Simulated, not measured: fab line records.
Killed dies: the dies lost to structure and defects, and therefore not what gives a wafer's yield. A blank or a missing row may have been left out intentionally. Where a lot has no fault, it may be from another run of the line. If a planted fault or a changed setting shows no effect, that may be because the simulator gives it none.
fab line records | flow n5Finfet
[record] lots = 7 | wafers = 39
route steps=1938 shown BEOL_M12@1639 PAD_METAL@1895
startH: hours from the record's first day to the start of the lot's first wafer shown | waitH: how many hours have passed since the lot's step before this one | " same as the row above | L1.1+2: several wafers, shown together as one row | - no value, or no start given | * or withheld: withheld | < > ~ a bound
route shown NAME@n: NAME is a module with steps in the file, n the number in the route of the first one | usual: the fault-free wafers' mean and standard deviation | same: alike in all rows | chamber/n: place in a boat | sites: readings site by site | _std_site: standard deviation of those values | _edge_site: the outer-site mean with the inner-site mean subtracted | radiusMm: for every site, how far away it sits from the centre of the wafer | mask NAME#n: copy n | behind: the tool/chamber that last shaped the wafer | hold: the reason the lot was held/the length of the hold in hours/how it ended | device: which transistor (n, p or np) failed to switch | end of line: the same wafers' tests at the end of the route | a step with no rows: only its recipe | killed: at the first sort, the dies lost to defects and structure; wafer yield is something else | map: per-die view of a wafer (x killed, . not killed, _ where there is no die)
set.NAME: the run value of the setting; set.NAME@STEP: its run value at that earlier step | model.NAME: the simulator's own value behind a step, which no gauge read
one table per step and one row per wafer, for lots whose settings were changed on purpose
[[steps]]
[step N5_BEOL_M12_TRENCH_ETCH_34]
[recipe] chemistry = C4F8/O2/Ar | target = SiOC | targetDepthA = 3189.5 | maskMaterial = SOC | pressureMtorr = 30 | sourceW = 3000 | biasW = 700 | Ar_flow_sccm = 400 | C4F8_flow_sccm = 15 | O2_flow_sccm = 8 | heInnerTorr = 15 | heOuterTorr = 30 | timeS = 125.5 | ionEnergyEv = 250
lot.wafer | tool       | chamber | startH | waitH | set.targetDepthA | model.etch.depthNm
L074.1    | rieDiel-04 | 0       | 220.53 | 0.0   | 3189.5           | 320.5
L074.2    | "          | 2       | "      | "     | 3189.5           | 315.3
L074.3    | "          | 1       | "      | "     | 3189.5           | 321.5
L074.4    | "          | 3       | "      | "     | 3189.5           | 320.8
L074.5    | "          | 1       | "      | "     | 3189.5           | 321.9
L074.6    | "          | 0       | "      | "     | 3189.5           | 323.2
L078.1    | rieDiel-02 | 3       | 236.82 | 0.0   | 1584             | 160
L078.2    | "          | 0       | "      | "     | 3189.5           | 324.5
L078.3    | "          | 2       | "      | "     | 1584             | 162.8
L078.4    | "          | 1       | "      | "     | 3189.5           | 318.5
L078.5    | "          | 1       | "      | "     | 1584             | 158.3
L078.6    | "          | 0       | "      | "     | 3189.5           | 322.9
L081.1    | rieDiel-04 | 2       | 251.19 | 0.0   | 3189.5           | 316.4
L081.2    | "          | 3       | "      | "     | 4420             | 448.7
L081.3    | "          | 1       | "      | "     | 3189.5           | 320.6
L081.4    | "          | 0       | "      | "     | 4420             | 446
L081.5    | "          | 1       | "      | "     | 3189.5           | 321.4
L081.6    | "          | 2       | "      | "     | 4420             | 441.7
L083.1    | rieDiel-04 | 1       | 252.80 | 0.0   | 4869             | 489.1
L083.2    | "          | 3       | "      | "     | 3189.5           | 320.8
L083.3    | "          | 0       | "      | "     | 4869             | 487.2
L083.4    | "          | 2       | "      | "     | 3189.5           | 315.9
L083.5    | "          | 0       | "      | "     | 4869             | 490
L083.6    | "          | 1       | "      | "     | 3189.5           | 317.1
L088.1    | rieDiel-04 | 1       | 344.12 | 0.0   | 3189.5           | 325.8
L088.4    | "          | 1       | "      | "     | 3189.5           | 326.4
L088.5    | "          | 3       | "      | "     | 3189.5           | 322.3
L093.1    | rieDiel-02 | 3       | 391.04 | 0.0   | 3189.5           | 318
L093.2    | "          | 2       | "      | "     | 3189.5           | 323.5
L093.3    | "          | 1       | "      | "     | 3189.5           | 315.7
L093.4    | "          | 0       | "      | "     | 3189.5           | 318.8
L093.5    | "          | 3       | "      | "     | 3189.5           | 316
L093.6    | "          | 2       | "      | "     | 3189.5           | 322
L087.1    | rieDiel-04 | 0       | 393.07 | 0.0   | 4524             | 453.7
L087.2    | "          | 1       | "      | "     | 3189.5           | 325.7
L087.3    | "          | 3       | "      | "     | 4524             | 455.3
L087.4    | "          | 2       | "      | "     | 3189.5           | 315.6
L087.5    | "          | 1       | "      | "     | 4524             | 459.5
L087.6    | "          | 2       | "      | "     | 3189.5           | 315.9
[step N5_BEOL_M12_STRIP_70]
[recipe] chemistry = C4F8/O2/Ar | resist = SiARC | rfFrequencyHz = 6e+07
[step N5_BEOL_M12_OCD_MEAS_35]
[usual] trenchDepthNm = 319/4.1
lot.wafer | tool   | chamber | startH | waitH | set.targetDepthA@BEOL_M12_TRENCH_ETCH_34 | trenchDepthNm
L074.1    | ocd-01 | -       | 220.68 | 0.0   | 3189.5                                   | 321
L074.2    | "      | -       | "      | "     | 3189.5                                   | -
L074.3    | "      | -       | "      | "     | 3189.5                                   | 322
L074.4    | "      | -       | "      | "     | 3189.5                                   | 320
L074.5    | "      | -       | "      | "     | 3189.5                                   | 322
L074.6    | "      | -       | "      | "     | 3189.5                                   | 323
L078.1    | ocd-01 | -       | 236.97 | 0.0   | 1584                                     | 160
L078.2    | "      | -       | "      | "     | 3189.5                                   | 324
L078.3    | "      | -       | "      | "     | 1584                                     | 163
L078.4    | "      | -       | "      | "     | 3189.5                                   | 319
L078.5    | "      | -       | "      | "     | 1584                                     | 158
L078.6    | "      | -       | "      | "     | 3189.5                                   | 323
L081.1    | ocd-01 | -       | 251.35 | 0.0   | 3189.5                                   | -
L081.2    | "      | -       | "      | "     | 4420                                     | -
L081.3    | "      | -       | "      | "     | 3189.5                                   | 320
L081.4    | "      | -       | "      | "     | 4420                                     | -
L081.5    | "      | -       | "      | "     | 3189.5                                   | 322
L081.6    | "      | -       | "      | "     | 4420                                     | 442
L083.1    | ocd-02 | -       | 252.95 | 0.0   | 4869                                     | 489
L083.2    | "      | -       | "      | "     | 3189.5                                   | 321
L083.3    | "      | -       | "      | "     | 4869                                     | 487
L083.4    | "      | -       | "      | "     | 3189.5                                   | 316
L083.5    | "      | -       | "      | "     | 4869                                     | 490
L083.6    | "      | -       | "      | "     | 3189.5                                   | 317
L088.1    | ocd-01 | -       | 344.27 | 0.0   | 3189.5                                   | 326
L088.4    | "      | -       | "      | "     | 3189.5                                   | 326
L088.5    | "      | -       | "      | "     | 3189.5                                   | 322
L093.1    | ocd-01 | -       | 391.20 | 0.0   | 3189.5                                   | 318
L093.2    | "      | -       | "      | "     | 3189.5                                   | 323
L093.3    | "      | -       | "      | "     | 3189.5                                   | 316
L093.4    | "      | -       | "      | "     | 3189.5                                   | 319
L093.5    | "      | -       | "      | "     | 3189.5                                   | 316
L093.6    | "      | -       | "      | "     | 3189.5                                   | 322
L087.1    | ocd-01 | -       | 393.22 | 0.0   | 4524                                     | 454
L087.2    | "      | -       | "      | "     | 3189.5                                   | 326
L087.3    | "      | -       | "      | "     | 4524                                     | 456
L087.4    | "      | -       | "      | "     | 3189.5                                   | 315
L087.5    | "      | -       | "      | "     | 4524                                     | 459
L087.6    | "      | -       | "      | "     | 3189.5                                   | 316
[step N5_BEOL_M12_STRIP_37]
[recipe] chemistry = N2/H2 | powerW = 1000 | tempC = 250 | h2Frac = 0.65 | overashFraction = 0.3 | pressureMtorr = withheld | n2FlowSccm = 1750 | h2FlowSccm = 3250
[step N5_BEOL_M12_ETCH_38]
[recipe] chemistry = CF4/N2 | target = SiCN | targetDepthA = 687 | taperDeg = 2 | timeS = 73.4 | ionEnergyEv = 150 | maskMaterial = SiO2 | pressureMtorr = 40 | sourceW = 430 | biasW = 70 | Ar_flow_sccm = 100 | cf4FlowSccm = 60 | n2FlowSccm = 60
[step N5_BEOL_M12_ECD_47]
[recipe] material = Cu | targetThkA = 7200
[step N5_BEOL_M12_ANNEAL_48]
[recipe] tempC = 225 | timeS = 90 | ambient = N2
[step N5_BEOL_M12_CMP_49]
[recipe] stopOn = SiOC | tOverpolishS = 20.6 | downForcePsi = 1 | platenRpm = 50 | clearingPlatenDownForcePsi = 1.5 | clearingPlatenRpm = 50 | postCmpClean = cuAlkaline | targetThkNm = 320 | clearingPlatenPadVelocityMS = 0.99484 | padVelocityMS = 0.99484
lot.wafer | tool   | chamber | startH | waitH | set.targetDepthA@BEOL_M12_TRENCH_ETCH_34 | model.Cu_of_BEOL_M12_ECD_47.thkNm
L074.3    | cmp-02 | 0       | 222.15 | 0.2   | 3189.5                                   | 322
L074.2    | "      | 1       | "      | "     | 3189.5                                   | 317.4
L074.1+5  | "      | 2,0     | "      | "     | 3189.5                                   | 322.4
L074.4    | "      | 3       | "      | "     | 3189.5                                   | 321.4
L074.6    | "      | 1       | "      | "     | 3189.5                                   | 324.8
L078.2    | cmp-04 | 2       | 238.31 | 0.2   | 3189.5                                   | 327.2
L078.3    | "      | 3       | "      | "     | 1584                                     | 164.4
L078.1    | "      | 0       | "      | "     | 1584                                     | 161
L078.4    | "      | 1       | "      | "     | 3189.5                                   | 320.8
L078.5    | "      | 2       | "      | "     | 1584                                     | 162.2
L078.6    | "      | 3       | "      | "     | 3189.5                                   | 325
L081.3+5  | cmp-02 | 2,3     | 254.66 | 0.2   | 3189.5                                   | 322.8
L081.2    | "      | 3       | "      | "     | 4420                                     | 450.4
L081.4    | "      | 0       | "      | "     | 4420                                     | 447.4
L081.1    | "      | 1       | "      | "     | 3189.5                                   | 319.8
L081.6    | "      | 2       | "      | "     | 4420                                     | 444.4
L083.3    | cmp-04 | 2       | 255.31 | 0.2   | 4869                                     | 490
L083.1    | "      | 3       | "      | "     | 4869                                     | 491
L083.4    | "      | 0       | "      | "     | 3189.5                                   | 318.4
L083.2    | "      | 1       | "      | "     | 3189.5                                   | 323.2
L083.6    | "      | 2       | "      | "     | 3189.5                                   | 320.6
L083.5    | "      | 3       | "      | "     | 4869                                     | 492
L088.1    | cmp-04 | 1       | 345.95 | 0.3   | 3189.5                                   | 328.4
L088.4    | "      | 3       | "      | "     | 3189.5                                   | 326.8
L088.5    | "      | 1       | "      | "     | 3189.5                                   | 324.8
L093.2    | cmp-03 | 1       | 396.68 | 0.2   | 3189.5                                   | 324.2
L093.3    | "      | 2       | "      | "     | 3189.5                                   | 316.2
L093.4    | "      | 3       | "      | "     | 3189.5                                   | 320.8
L093.1    | "      | 0       | "      | "     | 3189.5                                   | 318.2
L093.5    | "      | 1       | "      | "     | 3189.5                                   | 316
L093.6    | "      | 2       | "      | "     | 3189.5                                   | 322
L087.2    | cmp-04 | 3       | 397.04 | 0.2   | 3189.5                                   | 327
L087.4    | "      | 0       | "      | "     | 3189.5                                   | 317.6
L087.3    | "      | 1       | "      | "     | 4524                                     | 456.8
L087.1    | "      | 2       | "      | "     | 4524                                     | 455.8
L087.6    | "      | 3       | "      | "     | 3189.5                                   | 318.4
L087.5    | "      | 0       | "      | "     | 4524                                     | 460.8
[step N5_BEOL_M12_THK_MEAS_50]
[recipe] thkMeasGauge = xrf | reads = Cu_of_BEOL_M12_ECD_47
[usual] M12_THK = 322/4.5
lot.wafer | tool         | chamber | startH | waitH | set.targetDepthA@BEOL_M12_TRENCH_ETCH_34 | M12_THK[nm]
L074.1    | filmMetro-01 | -       | 222.44 | -     | 3189.5                                   | 320
L074.2    | "            | -       | "      | "     | 3189.5                                   | -
L074.3    | "            | -       | "      | "     | 3189.5                                   | 321
L074.4    | "            | -       | "      | "     | 3189.5                                   | 319
L074.5    | "            | -       | "      | "     | 3189.5                                   | 319
L074.6    | "            | -       | "      | "     | 3189.5                                   | 323
L078.1    | filmMetro-01 | -       | 238.61 | -     | 1584                                     | 161
L078.2    | "            | -       | "      | "     | 3189.5                                   | 328
L078.3    | "            | -       | "      | "     | 1584                                     | 164
L078.4    | "            | -       | "      | "     | 3189.5                                   | 322
L078.5    | "            | -       | "      | "     | 1584                                     | 162
L078.6    | "            | -       | "      | "     | 3189.5                                   | 325
L081.1    | filmMetro-02 | -       | 254.96 | -     | 3189.5                                   | -
L081.2    | "            | -       | "      | "     | 4420                                     | -
L081.3    | "            | -       | "      | "     | 3189.5                                   | 328
L081.4    | "            | -       | "      | "     | 4420                                     | -
L081.5    | "            | -       | "      | "     | 3189.5                                   | 327
L081.6    | "            | -       | "      | "     | 4420                                     | 451
L083.1    | filmMetro-02 | -       | 255.60 | -     | 4869                                     | 492
L083.2    | "            | -       | "      | "     | 3189.5                                   | 325
L083.3    | "            | -       | "      | "     | 4869                                     | 493
L083.4    | "            | -       | "      | "     | 3189.5                                   | 320
L083.5    | "            | -       | "      | "     | 4869                                     | 493
L083.6    | "            | -       | "      | "     | 3189.5                                   | 321
L088.1    | filmMetro-01 | -       | 346.25 | -     | 3189.5                                   | 327
L088.4    | "            | -       | "      | "     | 3189.5                                   | 325
L088.5    | "            | -       | "      | "     | 3189.5                                   | 322
L093.1    | filmMetro-02 | -       | 396.98 | -     | 3189.5                                   | 321
L093.2    | "            | -       | "      | "     | 3189.5                                   | 328
L093.3    | "            | -       | "      | "     | 3189.5                                   | 319
L093.4    | "            | -       | "      | "     | 3189.5                                   | 324
L093.5    | "            | -       | "      | "     | 3189.5                                   | 321
L093.6    | "            | -       | "      | "     | 3189.5                                   | 326
L087.1    | filmMetro-01 | -       | 397.33 | -     | 4524                                     | 458
L087.2    | "            | -       | "      | "     | 3189.5                                   | 326
L087.3    | "            | -       | "      | "     | 4524                                     | 458
L087.4    | "            | -       | "      | "     | 3189.5                                   | 317
L087.5    | "            | -       | "      | "     | 4524                                     | 461
L087.6    | "            | -       | "      | "     | 3189.5                                   | 320
[step N5_BEOL_M12_PRE_CLEAN_52]
[recipe] gas = NH3 | timeS = 15 | tempC = withheld | rfPowerW = 300
[step N5_BEOL_M12_DEP_53]
[recipe] material = SiCN | targetThkA = 300 | tempC = withheld | precursor = 3MS/NH3 | pressureTorr = 3 | rfW = 675 | timeS = 10.5
[step N5_BEOL_M12_RS_MEAS_54]
[recipe] thkMeasGauge = four-point-probe | reads = Cu_of_BEOL_M12_ECD_47+Ta_of_BEOL_M12_SPUTTER_44+TaN_of_BEOL_M12_SPUTTER_43
[usual] M12_RS = 0.0599/0.00087
lot.wafer | tool         | chamber | startH | waitH | set.targetDepthA@BEOL_M12_TRENCH_ETCH_34 | M12_RS[ohm/sq]
L074.1    | filmMetro-02 | -       | 222.57 | 0.0   | 3189.5                                   | 0.0594
L074.2    | "            | -       | "      | "     | 3189.5                                   | -
L074.3    | "            | -       | "      | "     | 3189.5                                   | 0.0597
L074.4    | "            | -       | "      | "     | 3189.5                                   | 0.0597
L074.5    | "            | -       | "      | "     | 3189.5                                   | 0.0594
L074.6    | "            | -       | "      | "     | 3189.5                                   | 0.0590
L078.1    | filmMetro-02 | -       | 238.76 | 0.1   | 1584                                     | 0.1245
L078.2    | "            | -       | "      | "     | 3189.5                                   | 0.0585
L078.3    | "            | -       | "      | "     | 1584                                     | 0.1219
L078.4    | "            | -       | "      | "     | 3189.5                                   | 0.0599
L078.5    | "            | -       | "      | "     | 1584                                     | 0.1238
L078.6    | "            | -       | "      | "     | 3189.5                                   | 0.0589
L081.1    | filmMetro-01 | -       | 255.09 | 0.1   | 3189.5                                   | -
L081.2    | "            | -       | "      | "     | 4420                                     | -
L081.3    | "            | -       | "      | "     | 3189.5                                   | 0.0594
L081.4    | "            | -       | "      | "     | 4420                                     | -
L081.5    | "            | -       | "      | "     | 3189.5                                   | 0.0594
L081.6    | "            | -       | "      | "     | 4420                                     | 0.0427
L083.1    | filmMetro-02 | -       | 255.73 | 0.0   | 4869                                     | 0.0385
L083.2    | "            | -       | "      | "     | 3189.5                                   | 0.0593
L083.3    | "            | -       | "      | "     | 4869                                     | 0.0386
L083.4    | "            | -       | "      | "     | 3189.5                                   | 0.0603
L083.5    | "            | -       | "      | "     | 4869                                     | 0.0383
L083.6    | "            | -       | "      | "     | 3189.5                                   | 0.0599
L088.1    | filmMetro-01 | -       | 346.37 | 0.0   | 3189.5                                   | 0.0583
L088.4    | "            | -       | "      | "     | 3189.5                                   | 0.0587
L088.5    | "            | -       | "      | "     | 3189.5                                   | 0.0590
L093.1    | filmMetro-01 | -       | 397.10 | 0.0   | 3189.5                                   | 0.0602
L093.2    | "            | -       | "      | "     | 3189.5                                   | 0.0591
L093.3    | "            | -       | "      | "     | 3189.5                                   | 0.0607
L093.4    | "            | -       | "      | "     | 3189.5                                   | 0.0598
L093.5    | "            | -       | "      | "     | 3189.5                                   | 0.0608
L093.6    | "            | -       | "      | "     | 3189.5                                   | 0.0596
L087.1    | filmMetro-01 | -       | 397.45 | 0.0   | 4524                                     | 0.0415
L087.2    | "            | -       | "      | "     | 3189.5                                   | 0.0585
L087.3    | "            | -       | "      | "     | 4524                                     | 0.0415
L087.4    | "            | -       | "      | "     | 3189.5                                   | 0.0603
L087.5    | "            | -       | "      | "     | 4524                                     | 0.0410
L087.6    | "            | -       | "      | "     | 3189.5                                   | 0.0604
[step N5_PASSIVATION_SPUTTER_20]
[recipe] material = TaN | targetThkA = 500 | tempC = 25 | chamberPressurePa = 0.4
lot.wafer  | tool          | chamber | startH | waitH | set.targetThkA | model.TaN_of_PASSIVATION_SPUTTER_20.thkNm
L074.1     | pvdSputter-01 | -       | 242.38 | 0.0   | 784.4          | 78
L074.2     | "             | -       | "      | "     | 500            | 50
L074.3     | "             | -       | "      | "     | 784.4          | 78.4
L074.4+6   | "             | -       | "      | "     | 500            | 49.8
L074.5     | "             | -       | "      | "     | 784.4          | 78.6
L078.1     | pvdSputter-03 | -       | 260.35 | 0.0   | 500            | 50
L078.2+3+6 | "             | -       | "      | "     | 500            | 50.2
L078.4     | "             | -       | "      | "     | 500            | 49.6
L078.5     | "             | -       | "      | "     | 500            | 49.4
L081.1+2   | pvdSputter-02 | -       | 284.35 | 0.0   | 262.2          | 27
L081.3     | "             | -       | "      | "     | 500            | 50.4
L081.4     | "             | -       | "      | "     | 500            | 51
L081.5     | "             | -       | "      | "     | 262.2          | 26.6
L081.6     | "             | -       | "      | "     | 500            | 50.2
L083.1+2+4 | pvdSputter-03 | -       | 289.72 | 0.0   | 500            | 50.2
L083.3+6   | "             | -       | "      | "     | 500            | 50.4
L083.5     | "             | -       | "      | "     | 500            | 49.8
L088.1     | pvdSputter-01 | -       | 370.01 | 0.0   | 500            | 49
L088.4     | "             | -       | "      | "     | 500            | 48.8
L088.5     | "             | -       | "      | "     | 500            | 49.4
L093.1     | pvdSputter-03 | -       | 427.18 | 0.0   | 500            | 50
L093.2+4+6 | "             | -       | "      | "     | 500            | 50.2
L093.3     | "             | -       | "      | "     | 500            | 49.8
L093.5     | "             | -       | "      | "     | 500            | 49.4
L087.1     | pvdSputter-02 | -       | 436.50 | 0.0   | 253.8          | 25.4
L087.2     | "             | -       | "      | "     | 500            | 50.4
L087.3+6   | "             | -       | "      | "     | 500            | 49.8
L087.4     | "             | -       | "      | "     | 253.8          | 25.8
L087.5     | "             | -       | "      | "     | 253.8          | 25
[[key]]
[split] step = N5_BEOL_M12_TRENCH_ETCH_34 | setting = targetDepthA | stated = 3189.5 | by = wafer
[response] step = N5_BEOL_M12_TRENCH_ETCH_34 | reading = model.etch.depthNm | change = +3.24 | per = 1% | r = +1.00
[response] step = N5_BEOL_M12_OCD_MEAS_35 | reading = trenchDepthNm | change = +3.23 | per = 1% | r = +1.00
[response] step = N5_BEOL_M12_CMP_49 | reading = model.Cu_of_BEOL_M12_ECD_47.thkNm | change = +3.24 | per = 1% | r = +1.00
[response] step = N5_BEOL_M12_THK_MEAS_50 | reading = M12_THK | change = +3.24 | per = 1% | r = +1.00
[response] step = N5_BEOL_M12_RS_MEAS_54 | reading = M12_RS | shape = bent | atLowest = 0.1234 | atStated = 0.0595 | atHighest = 0.0384
[split] step = N5_PASSIVATION_SPUTTER_20 | setting = targetThkA | stated = 500 | by = wafer
[response] step = N5_PASSIVATION_SPUTTER_20 | reading = model.TaN_of_PASSIVATION_SPUTTER_20.thkNm | change = +0.499 | per = 1% | r = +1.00
